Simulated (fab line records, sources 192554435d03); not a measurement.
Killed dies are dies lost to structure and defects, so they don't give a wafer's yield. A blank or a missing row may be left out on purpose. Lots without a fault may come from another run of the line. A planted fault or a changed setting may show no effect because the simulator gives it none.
Chamber matching | flow n5_finfet | N5_BEOL_M8_CURE_74 on uv_cure-02: 3 sister chambers
The step cures SiCOH lowk, time 240 s. 24 wafers are shown with their chamber, then 12 later ones without.

WAFERS WITH THEIR CHAMBER
wafer  | chamber | wafer_temp_C_max | lamp_power_pct (%)
L075.1 | 1       | 387.2            | 52.39
L075.4 | 1       | 387.3            | 52.26
L075.6 | 1       | 387.2            | 52.26
L080.1 | 0       | 387.6            | 52.36
L080.3 | 0       | 387.4            | 52.37
L080.4 | 0       | 387.4            | 52.44
L081.1 | 2       | 387.5            | 52.31
L081.4 | 2       | 386.9            | 52.36
L081.6 | 2       | 386.9            | 52.39
L082.1 | 0       | 386.7            | 52.34
L082.3 | 0       | 387.7            | 52.33
L082.6 | 0       | 387.4            | 52.20
L084.3 | 1       | 387.5            | 52.34
L084.4 | 1       | 387.1            | 52.34
L084.6 | 1       | 387.6            | 52.38
L086.1 | 0       | 387.2            | 52.30
L086.4 | 0       | 388.7            | 52.34
L086.5 | 0       | 387.6            | 52.30
L085.3 | 0       | 386.3            | 52.29
L085.5 | 0       | 386.9            | 52.21
L085.6 | 0       | 386.9            | 52.28
L091.1 | 0       | 387.5            | 52.36
L091.4 | 0       | 387.3            | 52.30
L091.6 | 0       | 388.8            | 52.20

SIGNATURES (means of the wafers above)
reading          | chamber 0 | chamber 1 | chamber 2 | scatter within a chamber
wafer_temp_C_max | 387.427   | 387.317   | 387.100   | 0.556
lamp_power_pct   | 52.3080   | 52.3283   | 52.3533   | 0.0628
Rule: a wafer's distance from a chamber is the root of the sum, over the readings, of the square of ((its reading less the chamber's mean) divided by the reading's scatter). The wafer belongs to the nearest chamber; if the next one is less than 2 further off, it can't be placed. The scatter: the root of (the sum of the squares of (reading less its chamber's mean) over the shown wafers, divided by (wafers less chambers)).

WAFERS WITHOUT THEIR CHAMBER
wafer  | wafer_temp_C_max | lamp_power_pct (%)
L088.3 | 387.1            | 52.36
L088.5 | 386.9            | 52.35
L088.6 | 387.4            | 52.42
L093.1 | 387.6            | 52.28
L093.3 | 387.1            | 52.21
L093.5 | 387.2            | 52.33
L095.2 | 387.0            | 52.27
L095.4 | 387.5            | 52.31
L095.5 | 387.6            | 52.27
L097.1 | 386.9            | 52.31
L097.3 | 386.9            | 52.30
L097.4 | 388.3            | 52.31

WHICH CHAMBER EACH WENT THROUGH
wafer  | from the rows above          | in truth
L088.3 | can't be placed: 2 or 1 or 0 | 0
L088.5 | can't be placed: 2 or 1 or 0 | 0
L088.6 | can't be placed: 2 or 1 or 0 | 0
L093.1 | can't be placed: 0 or 1 or 2 | 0
L093.3 | can't be placed: 0 or 1 or 2 | 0
L093.5 | can't be placed: 1 or 2 or 0 | 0
L095.2 | can't be placed: 0 or 1 or 2 | 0
L095.4 | can't be placed: 0 or 1 or 2 | 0
L095.5 | can't be placed: 0 or 1 or 2 | 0
L097.1 | can't be placed: 2 or 1 or 0 | 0
L097.3 | can't be placed: 1 or 2 or 0 | 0
L097.4 | can't be placed: 0 or 1 or 2 | 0
Placed correctly: 0 of 12. Can't be placed from these rows: 12 (the true chamber is among the candidates in 12). Placed wrongly: 0.
